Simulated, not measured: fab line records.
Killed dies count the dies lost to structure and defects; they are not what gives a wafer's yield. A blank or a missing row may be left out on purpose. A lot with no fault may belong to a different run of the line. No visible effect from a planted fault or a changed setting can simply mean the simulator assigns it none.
Matching of chambers / flow n5_finfet / cmp-02 running N5_GATE_CUT_CMP_02: 4 sister chambers
The step polishes, stops on SiO2, t overpolish 12.7 s, target thk 0 nm. 8 wafers are shown with their chamber, then 9 later ones without.

## EACH WAFER AND ITS CHAMBER
wafer=L081.4; chamber=3; motor_current_A (A)=9.4; time_to_endpoint_s (s)=23.8
wafer=L086.4; chamber=3; motor_current_A (A)=9.6; time_to_endpoint_s (s)=23.9
wafer=L087.1; chamber=0; motor_current_A (A)=8.7; time_to_endpoint_s (s)=21.1
wafer=L087.4; chamber=2; motor_current_A (A)=8.6; time_to_endpoint_s (s)=21.8
wafer=L087.5; chamber=1; motor_current_A (A)=9.4; time_to_endpoint_s (s)=27.1
wafer=L089.1; chamber=0; motor_current_A (A)=8.6; time_to_endpoint_s (s)=22.6
wafer=L089.4; chamber=2; motor_current_A (A)=8.6; time_to_endpoint_s (s)=23.4
wafer=L089.6; chamber=1; motor_current_A (A)=9.4; time_to_endpoint_s (s)=25.3

## WAFERS WITHOUT THEIR CHAMBER
wafer=L094.1; motor_current_A (A)=8.0; time_to_endpoint_s (s)=21.5
wafer=L094.4; motor_current_A (A)=9.8; time_to_endpoint_s (s)=26.6
wafer=L094.5; motor_current_A (A)=8.5; time_to_endpoint_s (s)=22.1
wafer=L095.1; motor_current_A (A)=8.7; time_to_endpoint_s (s)=19.5
wafer=L095.3; motor_current_A (A)=9.2; time_to_endpoint_s (s)=23.0
wafer=L095.4; motor_current_A (A)=9.1; time_to_endpoint_s (s)=20.5
wafer=L096.3; motor_current_A (A)=9.2; time_to_endpoint_s (s)=23.4
wafer=L096.4; motor_current_A (A)=8.7; time_to_endpoint_s (s)=21.6
wafer=L096.6; motor_current_A (A)=8.9; time_to_endpoint_s (s)=23.8

## WHICH CHAMBER EACH ONE RAN IN
wafer=L094.1; from the rows above=can't be placed: 2 or 0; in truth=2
wafer=L094.4; from the rows above=can't be placed: 3 or 1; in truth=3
wafer=L094.5; from the rows above=can't be placed: 2 or 0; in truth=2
wafer=L095.1; from the rows above=can't be placed: 0 or 2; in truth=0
wafer=L095.3; from the rows above=can't be placed: 3 or 1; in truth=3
wafer=L095.4; from the rows above=can't be placed: 0 or 3 or 2 or 1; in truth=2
wafer=L096.3; from the rows above=can't be placed: 1 or 3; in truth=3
wafer=L096.4; from the rows above=can't be placed: 0 or 2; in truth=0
wafer=L096.6; from the rows above=can't be placed: 0 or 2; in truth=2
Correct placement for 0 of the 9. Not placeable from these rows: 9 (in 9, the candidates include the true chamber). Wrongly placed: 0.
How it was worked out, from the rows above alone: a wafer's distance from a chamber is the root of the sum, over the readings, of the square of ((its reading less the chamber's mean) divided by the reading's scatter). The wafer belongs to the nearest chamber; if the next one is less than 2 further off, it can't be placed. The mean given for a chamber averages the wafers shown for that chamber. How the scatter is found: for the shown wafers, subtract from each reading the mean of its chamber, square and add these, divide the total by (wafers less chambers), then take the root.
